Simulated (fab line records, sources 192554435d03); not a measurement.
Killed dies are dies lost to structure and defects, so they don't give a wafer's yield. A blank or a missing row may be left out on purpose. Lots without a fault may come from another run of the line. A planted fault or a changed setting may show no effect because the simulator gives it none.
Chamber matching | flow n5_finfet | N5_BEOL_M1_STRIP_36 on rie_diel-01: 4 sister chambers
The step strips in N2/H2. 16 wafers are shown with their chamber, then 8 later ones without.

WAFERS WITH THEIR CHAMBER
wafer  | chamber | oes_product_au (a.u.) | throttle_valve_pct (%) | showerhead_plenum_p_Torr (Torr)
L081.3 | 1       | 0.72                  | 23.97                  | 2.54
L081.5 | 3       | 0.70                  | 23.60                  | 2.62
L081.6 | 2       | 0.70                  | 23.96                  | 2.63
L083.2 | 2       | 0.71                  | 23.97                  | 2.63
L083.5 | 1       | 0.72                  | 23.97                  | 2.54
L083.6 | 2       | 0.70                  | 23.98                  | 2.63
L086.1 | 0       | 0.99                  | 23.37                  | 2.60
L086.2 | 3       | 0.69                  | 23.64                  | 2.61
L086.6 | 2       | 0.69                  | 23.99                  | 2.63
L087.1 | 0       | 0.98                  | 23.38                  | 2.60
L087.3 | 3       | 0.69                  | 23.59                  | 2.61
L087.4 | 1       | 0.71                  | 24.01                  | 2.53
L088.1 | 0       | 0.98                  | 23.37                  | 2.60
L088.4 | 1       | 0.71                  | 23.99                  | 2.53
L088.5 | 3       | 0.69                  | 23.60                  | 2.61
L089.1 | 1       | 0.72                  | 23.97                  | 2.53

SIGNATURES (means of the wafers above)
reading                  | chamber 0 | chamber 1 | chamber 2 | chamber 3 | scatter within a chamber
oes_product_au           | 0.9833    | 0.7160    | 0.7000    | 0.6925    | 0.0062
throttle_valve_pct       | 23.3733   | 23.9820   | 23.9750   | 23.6075   | 0.0166
showerhead_plenum_p_Torr | 2.6000    | 2.5340    | 2.6300    | 2.6125    | 0.00403
Rule: a wafer's distance from a chamber is the root of the sum, over the readings, of the square of ((its reading less the chamber's mean) divided by the reading's scatter). The wafer belongs to the nearest chamber; if the next one is less than 2 further off, it can't be placed. The scatter: the root of (the sum of the squares of (reading less its chamber's mean) over the shown wafers, divided by (wafers less chambers)).

WAFERS WITHOUT THEIR CHAMBER
wafer  | oes_product_au (a.u.) | throttle_valve_pct (%) | showerhead_plenum_p_Torr (Torr)
L089.2 | 0.69                  | 23.97                  | 2.62
L089.6 | 0.70                  | 23.99                  | 2.63
L091.2 | 0.97                  | 23.37                  | 2.60
L091.4 | 0.71                  | 24.00                  | 2.53
L091.5 | 0.70                  | 23.62                  | 2.61
L092.2 | 0.70                  | 23.97                  | 2.62
L092.4 | 0.68                  | 23.62                  | 2.61
L092.5 | 0.68                  | 24.01                  | 2.62

WHICH CHAMBER EACH WENT THROUGH
wafer  | from the rows above | in truth
L089.2 | 2                   | 2
L089.6 | 2                   | 2
L091.2 | 0                   | 0
L091.4 | 1                   | 1
L091.5 | 3                   | 3
L092.2 | 2                   | 2
L092.4 | 3                   | 3
L092.5 | 2                   | 2
Placed correctly: 8 of 8. Can't be placed from these rows: 0. Placed wrongly: 0.
